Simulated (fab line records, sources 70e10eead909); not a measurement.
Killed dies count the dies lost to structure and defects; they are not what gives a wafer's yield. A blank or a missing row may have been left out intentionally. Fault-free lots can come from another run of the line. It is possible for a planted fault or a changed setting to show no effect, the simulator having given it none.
fab line records	flow nand-harc
[record] lots = 5	wafers = 15	last-day = 23
route steps=1159 shown THIN_TSV@1129 END@1158
lots that met no fault: from a run of the same line without faults
start-h: hours from the record's opening day to when the first of the lot's shown wafers began	wait-h: hours since the lot's step before	" the same as in the row above	L1.1+2: one row covering several wafers at once	- value missing, or start not given	* or withheld: withheld	< > ~ a bound
route shown NAME@n: NAME is a module with steps in the file, n the number in the route of the first one	usual: average and standard deviation across the fault-free wafers	same: alike in all rows	chamber/n: place in a boat	sites: readings site by site	_std_site: standard deviation across them	_edge_site: outer sites' mean less inner sites'	radius-mm: how far each site lies from the wafer's centre	mask NAME#n: copy n	behind: tool/chamber where the wafer was last shaped	hold: the reason the lot was held/the length of the hold in hours/how it ended	device: which transistor (n, p or np) failed to switch	end of line: the tests these same wafers got at the end of their route	step lacking rows: just its recipe	killed: at the first sort, the dies lost to defects and structure; wafer yield is something else	map: per-die view of a wafer (x killed, . not killed, _ where there is no die)
set.NAME: setting as actually run; set.NAME@STEP: the setting as run at that earlier step	model.NAME: the simulator's own value behind a step, which no gauge read
lots at some steps of the route; a table a step, a row a wafer
services: a tool's chamber out of use, with start hour (start-h, from the record's first day; less than 0 if before it), hours out, and reason
[[steps]]
[step NHARC_THIN_TSV_PVD_19]
[recipe] target-thk-a = 200	chamber-pressure-pa = 5	material = TaN
[usual] throttle-valve-pct = 29.3/1.2
lot.wafer	tool	chamber	start-h	wait-h	throttle-valve-pct
L076.1	pvd-sputter-01	-	-	-	28.4
L076.2	"	-	"	"	28.9
L076.4	"	-	"	"	30.0
L080.1	pvd-sputter-01	-	-	-	29.8
L080.6	"	-	"	"	29.0
L080.5	"	-	"	"	30.0
L084.1	pvd-sputter-01	-	-	-	28.8
L084.5	"	-	"	"	28.0
L084.6	"	-	"	"	28.8
L086.1	pvd-sputter-01	-	-	-	29.0
L086.3	"	-	"	"	30.1
L086.4	"	-	"	"	28.3
L092.2	pvd-sputter-02	-	-	-	28.6
L092.5	"	-	"	"	27.1
L092.6	"	-	"	"	28.7
[step NHARC_THIN_TSV_PVD_51]
[recipe] target-thk-a = 1000	chamber-pressure-pa = 5	material = Cu
[usual] throttle-valve-pct = 29.3/1.2
lot.wafer	tool	chamber	start-h	wait-h	throttle-valve-pct
L076.2	pvd-sputter-01	-	-	-	28.8
L076.4	"	-	"	"	30.0
L076.1	"	-	"	"	29.9
L080.1	pvd-sputter-01	-	-	-	29.6
L080.6	"	-	"	"	29.8
L080.5	"	-	"	"	29.8
L084.1	pvd-sputter-01	-	-	-	28.9
L084.5	"	-	"	"	29.5
L084.6	"	-	"	"	28.1
L086.4	pvd-sputter-01	-	-	-	30.1
L086.3	"	-	"	"	29.7
L086.1	"	-	"	"	28.7
L092.2	pvd-sputter-02	-	-	-	28.2
L092.5	"	-	"	"	27.1
L092.6	"	-	"	"	28.9
[step NHARC_THIN_TSV_ECD_20]
[recipe] target-thk-a = 20000	material = Cu
lot.wafer	tool	chamber	start-h	wait-h
L076.2+1+4	ecd-cu-01	0,1,1	436.31	-
L080.1+6+5	ecd-cu-02	0,0,1	475.48	-
L084.1+6+5	ecd-cu-02	1,0,1	493.18	-
L086.1+4+3	ecd-cu-02	0,1,0	508.32	-
L092.2+5+6	ecd-cu-02	1,1,0	543.32	-
[step NHARC_THIN_TSV_ANNEAL_52]
[recipe] temp-c = 225	time-s = 90
[usual] anneal-temp-c = 225.04/0.16	anneal-temp-c-max = 226.2/0.6	wafer_temp_C_max = 226.05/0.28
lot.wafer	tool	chamber	start-h	wait-h	anneal-temp-c	anneal-temp-c-max	wafer_temp_C_max
L076.1	rtp-anneal-02	0	437.03	0.5	225.32	227.0	225.90
L076.2	"	0	"	"	225.08	227.0	225.87
L076.4	"	0	"	"	225.01	226.6	226.24
L080.1	rtp-anneal-01	0	476.21	0.6	225.06	225.7	225.88
L080.5	"	0	"	"	224.91	225.4	225.71
L080.6	"	0	"	"	224.93	225.5	225.82
L084.1	rtp-anneal-02	0	493.81	0.5	225.12	226.9	226.40
L084.5	"	0	"	"	225.19	226.6	226.39
L084.6	"	0	"	"	224.97	226.9	226.15
L086.1	rtp-anneal-02	0	508.94	0.5	225.03	226.3	226.40
L086.3	"	0	"	"	224.77	226.2	226.38
L086.4	"	0	"	"	224.82	226.2	225.78
L092.2	rtp-anneal-02	0	544.09	0.7	225.02	226.5	225.95
L092.5	"	0	"	"	225.14	226.7	226.13
L092.6	"	0	"	"	225.10	226.5	226.14
[step NHARC_THIN_TSV_CMP_21]
[recipe] t-overpolish-s = 30	target-thk-nm = 2000
[usual] motor-current-A = 12.3/1.1	overpolish-run-s = 30.000/0.0081	pad-life-wafers = 264/160	retaining-ring-pressure-frac = 1.000/0.0045
lot.wafer	tool	chamber	start-h	wait-h	motor-current-A	overpolish-run-s	pad-life-wafers	retaining-ring-pressure-frac
L076.4	cmp-03	2	437.38	-	12.9	29.996	558	1.005
L076.1	"	3	"	"	13.7	29.996	559	0.990
L076.2	"	0	"	"	13.0	30.007	560	0.998
L080.1	cmp-03	2	476.64	-	12.9	29.981	135	0.997
L080.5	"	3	"	"	12.8	30.006	-	1.003
L080.6	"	0	"	"	13.3	30.009	-	1.003
L084.1	cmp-03	0	494.21	-	13.1	30.003	236	1.010
L084.5	"	2	"	"	13.1	30.001	-	0.997
L084.6	"	3	"	"	13.3	30.003	-	0.996
L086.1	cmp-03	0	509.33	-	13.1	29.991	331	1.006
L086.4	"	1	"	"	12.0	30.000	332	1.001
L086.3	"	2	"	"	13.3	30.003	333	0.999
L092.2	cmp-02	0	544.38	-	12.2	30.003	120	1.000
L092.5	"	0	"	"	11.0	29.996	-	0.997
L092.6	"	1	"	"	10.3	30.006	-	0.999
[step NHARC_THIN_TSV_SRD_23]
lot.wafer	tool	chamber	start-h	wait-h
L076.4+1+2	wet-bench-10	1,4,5	437.75	0.0
L080.5+1+6	wet-bench-10	3,4,6	476.92	0.0
L084.6+5+1	wet-bench-10	3,4,6	494.52	0.0
L086.3+4+1	wet-bench-10	1,3,6	509.67	0.0
L092.5+6+2	wet-bench-10	2,3,6	544.76	0.0
[step NHARC_THIN_TSV_DEGAS_53]
[recipe] temp-c = 300	time-s = 60
[usual] heater-power-w = 467/28
lot.wafer	tool	chamber	start-h	wait-h	heater-power-w
L076.1	pvd-sputter-03	-	437.84	0.1	433
L076.4	"	-	"	"	455
L076.2	"	-	"	"	496
L080.1	pvd-sputter-02	-	477.03	0.1	461
L080.5	"	-	"	"	488
L080.6	"	-	"	"	467
L084.1	pvd-sputter-03	-	494.62	0.1	454
L084.5	"	-	"	"	449
L084.6	"	-	"	"	451
L086.1	pvd-sputter-03	-	509.76	0.1	490
L086.4	"	-	"	"	451
L086.3	"	-	"	"	467
L092.2	pvd-sputter-01	-	544.88	0.1	558
L092.5	"	-	"	"	506
L092.6	"	-	"	"	458
[step NHARC_THIN_TSV_PRE_CLEAN_54]
[recipe] time-s = 30	temp-c = 280	gas = H2/He
[usual] heater-power-w = 407/25
lot.wafer	tool	chamber	start-h	wait-h	heater-power-w
L076.2	pvd-sputter-03	-	437.93	0.0	411
L076.4	"	-	"	"	402
L076.1	"	-	"	"	435
L080.1	pvd-sputter-02	-	477.10	0.1	391
L080.5	"	-	"	"	387
L080.6	"	-	"	"	412
L084.1	pvd-sputter-03	-	494.69	0.1	392
L084.5	"	-	"	"	427
L084.6	"	-	"	"	378
L086.3	pvd-sputter-03	-	509.84	0.0	426
L086.1	"	-	"	"	394
L086.4	"	-	"	"	410
L092.2	pvd-sputter-01	-	544.93	0.0	397
L092.5	"	-	"	"	406
L092.6	"	-	"	"	354
[step NHARC_THIN_TSV_PVD_55]
[recipe] target-thk-a = 500	material = TiN
lot.wafer	tool	chamber	start-h	wait-h
L076.4+2+1	pvd-sputter-03	-	437.99	0.0
L080.1+6+5	pvd-sputter-02	-	477.22	0.1
L084.1+6+5	pvd-sputter-03	-	494.80	0.1
L086.4+1+3	pvd-sputter-03	-	509.93	0.1
L092.2+5+6	pvd-sputter-01	-	545.07	0.1
[step NHARC_THIN_TSV_PVD_24]
[recipe] target-thk-a = 8000	power-w = withheld	chamber-pressure-pa = withheld	substrate-temp-c = withheld	time-s = withheld	gas = Ar	material = Al
lot.wafer	tool	chamber	start-h	wait-h
L076.4+1+2	pvd-sputter-03	-	438.14	0.1
L080.1+6+5	pvd-sputter-02	-	477.44	0.2
L084.1+6+5	pvd-sputter-03	-	495.02	0.2
L086.3+4+1	pvd-sputter-03	-	510.07	0.1
L092.2+5+6	pvd-sputter-01	-	545.21	0.1
[step NHARC_THIN_TSV_DEHYDRATE_25]
[recipe] temp-c = 150	time-s = 120
[usual] chill-plate-temp-C = 23.01/0.11
lot.wafer	tool	chamber	start-h	wait-h	chill-plate-temp-C
L076.1	litho-track-05	0	438.57	-	22.84
L076.2	"	0	"	"	22.86
L076.4	"	0	"	"	22.98
L080.1	litho-track-05	0	477.74	-	23.09
L080.5	"	0	"	"	23.00
L080.6	"	0	"	"	22.91
L084.1	litho-track-07	0	495.33	-	23.09
L084.5	"	0	"	"	23.16
L084.6	"	0	"	"	22.97
L086.1	litho-track-02	0	510.47	-	23.09
L086.3	"	0	"	"	23.16
L086.4	"	0	"	"	23.05
L092.2	litho-track-02	0	545.57	-	23.20
L092.5	"	0	"	"	23.04
L092.6	"	0	"	"	23.00
[step NHARC_THIN_TSV_HMDS_26]
[recipe] time-s = 30
[usual] chill-plate-temp-C = 23.00/0.11
lot.wafer	tool	chamber	start-h	wait-h	chill-plate-temp-C
L076.1	litho-track-05	0	-	-	22.92
L076.2	"	0	"	"	22.84
L076.4	"	0	"	"	22.83
L080.1	litho-track-05	0	-	-	23.08
L080.5	"	0	"	"	23.17
L080.6	"	0	"	"	23.05
L084.1	litho-track-07	0	-	-	22.93
L084.5	"	0	"	"	22.96
L084.6	"	0	"	"	22.83
L086.1	litho-track-02	0	-	-	22.89
L086.3	"	0	"	"	23.06
L086.4	"	0	"	"	23.03
L092.2	litho-track-02	0	-	-	23.15
L092.5	"	0	"	"	23.13
L092.6	"	0	"	"	23.10
[step NHARC_THIN_TSV_COAT_27]
[recipe] spin-rpm = *
[usual] chill-plate-temp-C = 22.98/0.11
lot.wafer	tool	chamber	start-h	wait-h	chill-plate-temp-C
L076.1	litho-track-05	0	-	-	22.91
L076.2	"	0	"	"	23.01
L076.4	"	0	"	"	22.85
L080.1	litho-track-05	0	-	-	23.06
L080.5	"	0	"	"	22.98
L080.6	"	0	"	"	23.04
L084.1	litho-track-07	0	-	-	22.82
L084.5	"	0	"	"	22.99
L084.6	"	0	"	"	23.14
L086.1	litho-track-02	0	-	-	22.96
L086.3	"	0	"	"	22.98
L086.4	"	0	"	"	23.06
L092.2	litho-track-02	0	-	-	22.85
L092.5	"	0	"	"	22.92
L092.6	"	0	"	"	22.93
[step NHARC_THIN_TSV_SOFTBAKE_28]
[recipe] temp-c = 122	time-s = 95
[usual] chill-plate-temp-C = 23.00/0.099
lot.wafer	tool	chamber	start-h	wait-h	chill-plate-temp-C
L076.1	litho-track-05	0	-	-	23.06
L076.2	"	0	"	"	22.93
L076.4	"	0	"	"	23.06
L080.1	litho-track-05	0	-	-	22.92
L080.5	"	0	"	"	23.07
L080.6	"	0	"	"	23.05
L084.1	litho-track-07	0	-	-	23.23
L084.5	"	0	"	"	23.06
L084.6	"	0	"	"	23.08
L086.1	litho-track-02	0	-	-	22.96
L086.3	"	0	"	"	23.10
L086.4	"	0	"	"	23.01
L092.2	litho-track-02	0	-	-	23.04
L092.5	"	0	"	"	22.99
L092.6	"	0	"	"	22.96
[step NHARC_THIN_TSV_EBR_29]
[usual] chill-plate-temp-C = 23.01/0.093
lot.wafer	tool	chamber	start-h	wait-h	chill-plate-temp-C
L076.1	litho-track-05	0	-	-	22.99
L076.2	"	0	"	"	22.86
L076.4	"	0	"	"	22.95
L080.1	litho-track-05	0	-	-	22.93
L080.5	"	0	"	"	22.96
L080.6	"	0	"	"	22.91
L084.1	litho-track-07	0	-	-	22.85
L084.5	"	0	"	"	22.87
L084.6	"	0	"	"	23.07
L086.1	litho-track-02	0	-	-	23.04
L086.3	"	0	"	"	22.86
L086.4	"	0	"	"	22.93
L092.2	litho-track-02	0	-	-	23.18
L092.5	"	0	"	"	23.12
L092.6	"	0	"	"	23.21
[step NHARC_THIN_TSV_EXPOSE_30]
[recipe] na = 0.55	dose-mj = 11.47	mask-id = PAD
lot.wafer	tool	chamber	start-h	wait-h	mask
L076.1+2+4	krf-scanner-03	0	438.84	-	PAD#0
L080.1+5+6	krf-scanner-01	0	478.01	-	PAD#0
L084.1+5+6	krf-scanner-01	0	495.48	-	PAD#0
L086.1+3+4	krf-scanner-03	0	510.74	-	PAD#0
L092.2+5+6	krf-scanner-02	0	545.72	-	PAD#0
[step NHARC_THIN_TSV_PEB_31]
[recipe] peb-temp-c = 118	peb-time-s = 85
[usual] chill-plate-temp-C = 23.01/0.12
lot.wafer	tool	chamber	start-h	wait-h	chill-plate-temp-C
L076.1	litho-track-05	0	438.90	0.1	23.23
L076.2	"	0	"	"	23.15
L076.4	"	0	"	"	22.98
L080.1	litho-track-07	0	478.07	0.1	23.05
L080.5	"	0	"	"	23.08
L080.6	"	0	"	"	23.09
L084.1	litho-track-07	0	495.55	0.1	22.94
L084.5	"	0	"	"	23.05
L084.6	"	0	"	"	23.02
L086.1	litho-track-07	0	510.81	0.1	22.93
L086.3	"	0	"	"	22.99
L086.4	"	0	"	"	23.09
L092.2	litho-track-02	0	545.78	0.1	22.78
L092.5	"	0	"	"	22.83
L092.6	"	0	"	"	22.89
[step NHARC_THIN_TSV_DEVELOP_32]
[recipe] time-s = 70
[usual] chill-plate-temp-C = 23.01/0.1
lot.wafer	tool	chamber	start-h	wait-h	chill-plate-temp-C
L076.1	litho-track-05	0	-	-	23.08
L076.2	"	0	"	"	23.13
L076.4	"	0	"	"	23.08
L080.1	litho-track-07	0	-	-	22.95
L080.5	"	0	"	"	23.02
L080.6	"	0	"	"	23.05
L084.1	litho-track-07	0	-	-	22.98
L084.5	"	0	"	"	22.95
L084.6	"	0	"	"	23.10
L086.1	litho-track-07	0	-	-	23.07
L086.3	"	0	"	"	23.17
L086.4	"	0	"	"	23.00
L092.2	litho-track-02	0	-	-	22.90
L092.5	"	0	"	"	22.78
L092.6	"	0	"	"	22.79
[step NHARC_THIN_TSV_CD_MEAS_33]
[recipe] target-cd-nm = 5000	landing-energy-ev = 500
[usual] cd-nm = 5000.1/1.9
lot.wafer	tool	chamber	start-h	wait-h	cd-nm
L076.1	cd-sem-03	0	438.99	-	4999.1
L076.2	"	0	"	"	5001.5
L076.4	"	0	"	"	5002.8
L080.1	cd-sem-03	0	478.16	-	4998.7
L080.5	"	0	"	"	5003.1
L080.6	"	0	"	"	5000.0
L084.1	cd-sem-02	0	495.64	-	5000.7
L084.5	"	0	"	"	5000.5
L084.6	"	0	"	"	5002.7
L086.1	cd-sem-01	0	510.90	-	5001.3
L086.3	"	0	"	"	5001.6
L086.4	"	0	"	"	4999.9
L092.2	cd-sem-03	0	545.87	-	4999.1
L092.5	"	0	"	"	4999.7
L092.6	"	0	"	"	4997.5
[step NHARC_THIN_TSV_HARDBAKE_34]
[recipe] temp-c = 125	time-s = 80
[usual] chill-plate-temp-C = 22.97/0.11
lot.wafer	tool	chamber	start-h	wait-h	chill-plate-temp-C
L076.1	litho-track-05	0	439.07	-	22.95
L076.2	"	0	"	"	23.02
L076.4	"	0	"	"	22.90
L080.1	litho-track-07	0	478.25	-	22.94
L080.5	"	0	"	"	22.92
L080.6	"	0	"	"	23.08
L084.1	litho-track-05	0	495.72	-	22.95
L084.5	"	0	"	"	23.04
L084.6	"	0	"	"	22.90
L086.1	litho-track-07	0	510.98	-	22.88
L086.3	"	0	"	"	22.94
L086.4	"	0	"	"	22.80
L092.2	litho-track-05	0	545.95	-	23.08
L092.5	"	0	"	"	22.88
L092.6	"	0	"	"	22.92
[step NHARC_THIN_TSV_DESCUM_35]
[recipe] time-s = 3	o2-flow-sccm = 200	ar-flow-sccm = 0	bias-power-w = 0	chemistry = O2
[usual] drypump-motor-current-A = 5.6/0.48	o2-flow-sccm = 200.0/0.58	oes-product-au = 1.001/0.011	rf-vpp-V = 57.6/0.87	showerhead-plenum-p-Torr = 1.90/0.1	throttle-valve-pct = 11.311/0.0095
lot.wafer	tool	chamber	start-h	wait-h	drypump-motor-current-A	o2-flow-sccm	oes-product-au	rf-hours-counter-h	rf-vpp-V	showerhead-plenum-p-Torr	throttle-valve-pct
L076.2	rie-diel-12	1	439.15	-	5.0	200.3	1.004	5.0	57.9	1.92	11.328
L076.1	"	3	"	"	6.5	201.5	1.010	4.2	57.4	2.01	11.309
L076.4	"	0	"	"	5.8	199.6	0.990	5.0	58.0	1.99	11.310
L080.1	rie-diel-02	1	478.37	-	5.9	199.4	1.007	14.3	58.1	1.79	11.329
L080.6	"	2	"	"	5.5	199.4	1.002	-	57.5	1.78	11.298
L080.5	"	3	"	"	5.1	199.4	1.012	-	57.8	1.78	11.295
L084.1	rie-diel-03	2	495.80	-	5.9	199.9	0.993	5.9	56.6	1.95	11.316
L084.5	"	2	"	"	5.9	199.2	0.998	-	56.4	1.95	11.312
L084.6	"	3	"	"	5.6	199.6	1.003	-	57.4	1.86	11.310
L086.1	rie-diel-12	2	511.06	-	5.4	199.3	0.986	8.7	58.0	2.05	11.295
L086.3	"	0	"	"	5.8	200.4	0.998	9.8	58.3	1.99	11.317
L086.4	"	1	"	"	5.0	199.9	0.989	9.8	56.8	1.92	11.326
L092.2	rie-diel-02	3	546.03	-	5.1	199.6	1.005	3.4	56.9	1.78	11.319
L092.5	"	3	"	"	5.1	200.6	1.000	-	56.5	1.78	11.312
L092.6	"	0	"	"	5.1	200.2	0.997	-	59.3	2.04	11.310
[step NHARC_THIN_TSV_ETCH_59]
[recipe] target-depth-a = 8800	icp-w = 900	bias-w = 100	Cl2_flow_sccm = 60	bcl3-flow-sccm = 30	time-s = 138.1	chemistry = Cl2/BCl3
[usual] drypump-motor-current-A = 5.7/0.58	oes-product-au = 1.001/0.0096	throttle-valve-pct = 22.263/0.0094
lot.wafer	tool	chamber	start-h	wait-h	drypump-motor-current-A	oes-product-au	rf-hours-counter-h	throttle-valve-pct
L076.1	rie-metal-02	1	439.28	0.1	5.6	1.010	1.2	22.267
L076.2	"	0	"	"	4.9	1.024	1.2	22.258
L076.4	"	0	"	"	4.9	1.014	-	22.272
L080.1	rie-metal-01	0	478.49	0.1	5.0	0.998	4.0	22.275
L080.6	"	1	"	"	6.3	0.982	-	22.266
L080.5	"	0	"	"	5.0	1.005	-	22.255
L084.1	rie-metal-01	0	495.96	0.2	5.0	1.006	4.4	22.270
L084.6	"	1	"	"	6.3	0.990	-	22.270
L084.5	"	0	"	"	4.9	0.996	-	22.264
L086.1	rie-metal-03	1	511.19	0.1	6.3	1.002	1.9	22.261
L086.3	"	1	"	"	6.3	0.998	-	22.278
L086.4	"	0	"	"	5.9	1.009	-	22.269
L092.2	rie-metal-03	0	546.16	0.1	5.9	1.019	3.4	22.268
L092.6	"	0	"	"	5.9	1.000	-	22.268
L092.5	"	1	"	"	6.3	1.003	-	22.258
[step NHARC_THIN_TSV_ETCH_36]
[recipe] target-depth-a = 650	over-etch-frac = 0.3	time-s = 18.571	ion-energy-ev = 150	chemistry = Cl2/BCl3
[usual] drypump-motor-current-A = 5.7/0.58	oes-product-au = 1.001/0.0098
lot.wafer	tool	chamber	start-h	wait-h	drypump-motor-current-A	oes-product-au	rf-hours-counter-h
L076.1	rie-metal-02	1	439.54	0.2	5.7	1.003	1.3
L076.2	"	0	"	"	4.9	1.021	1.3
L076.4	"	1	"	"	5.6	1.002	-
L080.1	rie-metal-01	0	478.72	0.2	4.9	1.003	4.1
L080.5	"	1	"	"	6.3	0.991	-
L080.6	"	0	"	"	5.0	1.003	-
L084.1	rie-metal-01	1	496.19	0.2	6.3	0.985	4.6
L084.6	"	1	"	"	6.3	0.993	-
L084.5	"	0	"	"	4.9	0.993	-
L086.1	rie-metal-03	0	511.46	0.2	5.9	1.017	2.1
L086.4	"	1	"	"	6.3	0.997	-
L086.3	"	0	"	"	6.0	1.000	-
L092.2	rie-metal-03	0	546.42	0.2	5.9	1.018	3.5
L092.6	"	1	"	"	6.3	1.000	-
L092.5	"	0	"	"	5.9	1.019	-
[step NHARC_THIN_TSV_STRIP_56]
[recipe] power-w = 1500	temp-c = 250	chemistry = O2
[usual] drypump-motor-current-A = 5.56/0.19	heater-power-w = 335/24
lot.wafer	tool	chamber	start-h	wait-h	drypump-motor-current-A	heater-power-w	rf-hours-counter-h
L076.1	plasma-asher-02	1	439.67	0.1	5.76	345	21
L076.2	"	0	"	"	5.33	351	21
L076.4	"	1	"	"	5.74	348	-
L080.1	plasma-asher-01	1	478.86	0.1	5.65	287	6
L080.5	"	0	"	"	5.62	350	-
L080.6	"	1	"	"	5.62	294	-
L084.1	plasma-asher-01	1	496.33	0.1	5.62	293	11
L084.5	"	0	"	"	5.63	356	-
L084.6	"	1	"	"	5.64	285	-
L086.1	plasma-asher-01	0	511.60	0.1	5.64	347	16
L086.3	"	1	"	"	5.64	297	-
L086.4	"	0	"	"	5.64	353	-
L092.2	plasma-asher-02	1	546.51	0.1	5.76	323	0
L092.5	"	1	"	"	5.77	324	-
L092.6	"	0	"	"	5.30	337	-
[step NHARC_THIN_TSV_STRIP_57]
[recipe] time-s = 1200	temp-c = 72.5	chemistry = post-etch-residue-remover
lot.wafer	tool	chamber	start-h	wait-h
L076.4+1+2	wet-bench-10	7,1,2	440.04	0.2
L080.6+5+1	wet-bench-10	1,3,6	479.16	0.1
L084.1+5+6	wet-bench-10	6,7,0	496.66	0.3
L086.4+1+3	wet-bench-08	5,1,2	511.89	0.2
L092.5+6+2	wet-bench-10	0,2,4	546.87	0.1
[step NHARC_THIN_TSV_CD_MEAS_37]
[usual] cd-nm = 4999/3.2
lot.wafer	tool	chamber	start-h	wait-h	cd-nm
L076.1	cd-sem-02	-	440.47	-	4998
L076.2	"	-	"	"	5002
L076.4	"	-	"	"	5001
L080.1	cd-sem-03	-	479.61	-	4997
L080.5	"	-	"	"	5002
L080.6	"	-	"	"	4995
L084.1	cd-sem-03	-	497.08	-	5002
L084.5	"	-	"	"	5000
L084.6	"	-	"	"	5000
L086.1	cd-sem-01	-	512.35	-	4997
L086.3	"	-	"	"	5002
L086.4	"	-	"	"	5000
L092.2	cd-sem-03	-	547.31	-	5000
L092.5	"	-	"	"	5002
L092.6	"	-	"	"	4997
[step NHARC_THIN_TSV_ANNEAL_58]
[recipe] temp-c = 400	time-s = 1800
[usual] zone-power-top-pct = 10.9/0.33
lot.wafer	tool	chamber	start-h	wait-h	zone-power-top-pct
L076.1	furnace-07	0	442.37	1.9	10.7
L076.2	"	0	"	"	10.6
L076.4	"	0	"	"	10.6
L080.1	furnace-08	0	482.62	3.0	11.3
L080.5	"	0	"	"	11.3
L080.6	"	0	"	"	11.2
L084.1	furnace-07	0	501.16	4.1	10.6
L084.5	"	0	"	"	10.5
L084.6	"	0	"	"	10.5
L086.1	furnace-07	0	513.78	1.4	10.5
L086.3	"	0	"	"	10.6
L086.4	"	0	"	"	10.5
L092.2	furnace-07	0	550.07	2.8	10.5
L092.5	"	0	"	"	10.5
L092.6	"	0	"	"	10.5
[step NHARC_THIN_TSV_INSPECT_40]
[usual] raw-defect-count = 492/84
lot.wafer	tool	chamber	start-h	wait-h	raw-defect-count
L076.1	defect-inspect-01	-	443.82	0.4	404
L076.2	"	-	"	"	526
L076.4	"	-	"	"	372
L080.1	defect-inspect-01	-	484.09	0.4	382
L080.5	"	-	"	"	350
L080.6	"	-	"	"	304
L084.1	defect-inspect-02	-	502.60	0.4	438
L084.5	"	-	"	"	448
L084.6	"	-	"	"	436
L086.1	defect-inspect-01	-	515.21	0.4	440
L086.3	"	-	"	"	374
L086.4	"	-	"	"	638
L092.2	defect-inspect-02	-	551.51	0.4	473
L092.5	"	-	"	"	361
L092.6	"	-	"	"	455
[step NHARC_END_WLT_00]
[usual] VT_DECK1_BOTTOM = 0.869/0.0072	VT_DECK1_BOTTOM_INNER = 0.869/0.0072	VT_DECK1_MEDIAN_NEAR_BOTTOM = 0.870/0.0071	VT_DECK1_MEDIAN_NEAR_BOTTOM_INNER = 0.869/0.007	VT_DECK1_MIDDLE = 0.882/0.0064	VT_DECK1_MIDDLE_INNER = 0.882/0.0061	VT_DECK1_TOP = 0.893/0.007	VT_DECK1_TOP_INNER = 0.894/0.0065
lot.wafer	tool	chamber	start-h	wait-h	VT_DECK1_BOTTOM	VT_DECK1_BOTTOM_INNER	VT_DECK1_MEDIAN_NEAR_BOTTOM	VT_DECK1_MEDIAN_NEAR_BOTTOM_INNER	VT_DECK1_MIDDLE	VT_DECK1_MIDDLE_INNER	VT_DECK1_TOP	VT_DECK1_TOP_INNER
L076.1	prober-01	-	451.65	7.8	0.873	0.863	0.867	0.871	0.881	0.876	0.891	0.896
L076.2	"	-	"	"	0.859	0.874	0.861	0.861	0.876	0.870	0.894	0.887
L076.4	"	-	453.18	9.4	0.866	0.863	0.867	0.865	0.875	0.878	0.890	0.892
L080.1	prober-02	-	484.15	0.1	0.859	0.857	0.859	0.860	0.876	0.874	0.883	0.891
L080.5	"	-	486.15	2.1	0.858	0.863	0.868	0.864	0.867	0.876	0.879	0.888
L080.6	"	-	"	"	0.868	0.868	0.856	0.865	0.871	0.872	0.887	0.883
L084.1	prober-01	-	502.65	0.0	0.874	0.866	0.865	0.865	0.874	0.885	0.900	0.902
L084.5	"	-	504.66	2.1	0.873	0.881	0.876	0.874	0.892	0.888	0.902	0.900
L084.6	"	-	"	"	0.882	0.867	0.876	0.868	0.888	0.890	0.900	0.889
L086.1	prober-02	-	518.20	3.0	0.871	0.867	0.875	0.871	0.887	0.876	0.894	0.891
L086.3	"	-	"	"	0.870	0.870	0.865	0.880	0.886	0.884	0.894	0.900
L086.4	"	-	"	"	0.875	0.880	0.875	0.875	0.883	0.892	0.901	0.910
L092.2	prober-02	-	552.08	0.6	0.874	0.864	0.869	0.873	0.884	0.893	0.908	0.900
L092.5	"	-	553.60	2.1	0.876	0.877	0.871	0.874	0.885	0.890	0.901	0.896
L092.6	"	-	"	"	0.872	0.866	0.875	0.880	0.880	0.876	0.903	0.902
[[services]]
tool	chamber	start-h	hours	kind
litho-track-05	-	412.00	7.0	pm
pvd-sputter-01	-	413.62	4.7	repair
rie-metal-03	0	413.84	2.9	repair
pvd-sputter-02	-	416.34	1.0	repair
pvd-sputter-02	-	420.97	1.0	repair
wet-bench-10	-	423.20	8.0	pm
ecd-cu-02	-	433.68	0.4	repair
plasma-asher-01	-	453.00	9.0	pm
rie-metal-03	-	453.00	9.0	pm
cmp-03	-	453.80	4.0	pm
pvd-sputter-03	-	458.00	10.0	pm
ecd-cu-02	-	458.14	2.1	repair
cmp-03	-	462.32	0.6	repair
ecd-cu-02	-	481.46	0.2	repair
cmp-03	-	488.37	0.3	repair
wet-bench-10	-	497.53	0.6	repair
pvd-sputter-02	-	508.30	4.1	repair
rie-metal-01	-	509.00	9.0	pm
pvd-sputter-01	-	514.02	10.0	pm
cmp-03	-	514.11	0.7	repair
litho-track-02	-	515.00	7.0	pm
ecd-cu-02	-	532.05	8.0	pm
litho-track-07	-	539.00	7.0	pm
wet-bench-10	-	548.09	3.5	repair
[[key]]
fault none
